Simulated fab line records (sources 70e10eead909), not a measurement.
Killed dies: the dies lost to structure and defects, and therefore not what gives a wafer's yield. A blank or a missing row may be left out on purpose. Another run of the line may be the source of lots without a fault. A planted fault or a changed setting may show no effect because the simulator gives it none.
Comparing a struck lot with a sound one || flow nandHarc || 14 out of 1302 route steps
Sound: wafers L246.1, L246.3, L246.6. The struck wafers were L238.2, L238.4, L238.6. At the end, the cause is stated.
For every step that has rows: the tool of each side, followed by ch and its chambers, followed by its first start. Under that, the readings that differ: sound wafers || struck wafers || difference of the means || sigmas: that difference in standard deviations of wafers without a fault.
alike: readings whose means differ by less than 2 such deviations, and words and numbers that are the same on both sides. not compared: withheld readings, readings that some wafer has no value for, bounds like >300 that may hide the same value, and numbers for which the record gives no deviation and whose values overlap.
Wherever a step has rows on one side only, a row that says differs or no value, or a row with sigmas, the two part there. When numbers do not overlap yet have no deviation, they are printed without sigmas and do not part them. A reading missing from all wafers of one side parts the sides only when that side holds two or more wafers.

first, 1 step without rows for these wafers: NHARC_A_ONON_D1_DEP_19 (target thk 1000 nm).
NHARC_A_ONON_D1_THK_MEAS_21: measures by ellipsometry.
  sound on filmMetro-02, day 13 04:01; struck on filmMetro-01, day 9 21:58
{"reading": "thkNm (nm)", "sound": "1013 1013 1012", "struck": "989 990 990", "difference": -23, "sigmas": -3}
then, 1 step without rows for these wafers: NHARC_A_ONON_D1_DEP_22 (target thk 1000 nm).
NHARC_A_ONON_D1_THK_MEAS_24: measures by ellipsometry.
  sound on filmMetro-02, day 13 04:34; struck on filmMetro-01, day 9 22:32
  alike: thkNm
then, 1 step without rows for these wafers: NHARC_A_ONON_D1_DEP_25 (target thk 1000 nm).
NHARC_A_ONON_D1_THK_MEAS_27: measures by ellipsometry.
  sound on filmMetro-01, day 13 05:08; struck on filmMetro-02, day 9 23:06
  alike: thkNm
then, 1 step without rows for these wafers: NHARC_A_ONON_D1_DEP_28 (target thk 1000 nm).
NHARC_A_ONON_D1_THK_MEAS_30: measures by ellipsometry.
  sound on filmMetro-01, day 13 05:43; struck on filmMetro-02, day 9 23:41
{"reading": "thkNm (nm)", "sound": "1014 1013 1013", "struck": "987 989 989", "difference": -25, "sigmas": -3}
NHARC_A_ONON_D1_DEP_33: deposits SiO2, target thk 200 nm.
  sound on pecvd-04 ch 1,2, day 13 05:49; struck on pecvd-03 ch 1,2, day 9 23:47
  alike: heaterPowerW, throttleValvePct
NHARC_A_ONON_D1_THK_MEAS_34: measures by ellipsometry.
  sound on filmMetro-02, day 13 06:11; struck on filmMetro-02, day 10 00:09
  alike: thkNm
NHARC_A_ONON_D1_INSPECT_32:
  sound on defectInspect-01, day 13 06:14; struck on defectInspect-01, day 10 00:13
  alike: rawDefectCount
NHARC_A_CHANNEL_HOLE_D1_DEP_00: deposits aC, target thk 3100 nm.
  sound on aclDep-02 ch 0, day 13 08:52; struck on aclDep-03 ch 0, day 10 03:10
  alike: throttleValvePct
NHARC_A_CHANNEL_HOLE_D1_DEP_01: deposits SiON, target thk 140 nm.
  sound on pecvd-04 ch 0,2, day 13 10:59; struck on pecvd-01 ch 1,2, day 10 04:48
  alike: heaterPowerW
-- record jumps: 16 days between struck wafers' starts before vs after; left off in module A_CHANNEL_HOLE_D1, resumes in module END, first step shown is number 1302 of the route --
NHARC_END_SORT_01:
  here the record holds rows for the struck wafers (prober-01 ch 0, day 26 10:25) but none for the sound ones

WHERE THEY PART
At NHARC_A_ONON_D1_THK_MEAS_21 first; at NHARC_END_SORT_01 last (within this record only).

WHY: whatever the simulator had introduced
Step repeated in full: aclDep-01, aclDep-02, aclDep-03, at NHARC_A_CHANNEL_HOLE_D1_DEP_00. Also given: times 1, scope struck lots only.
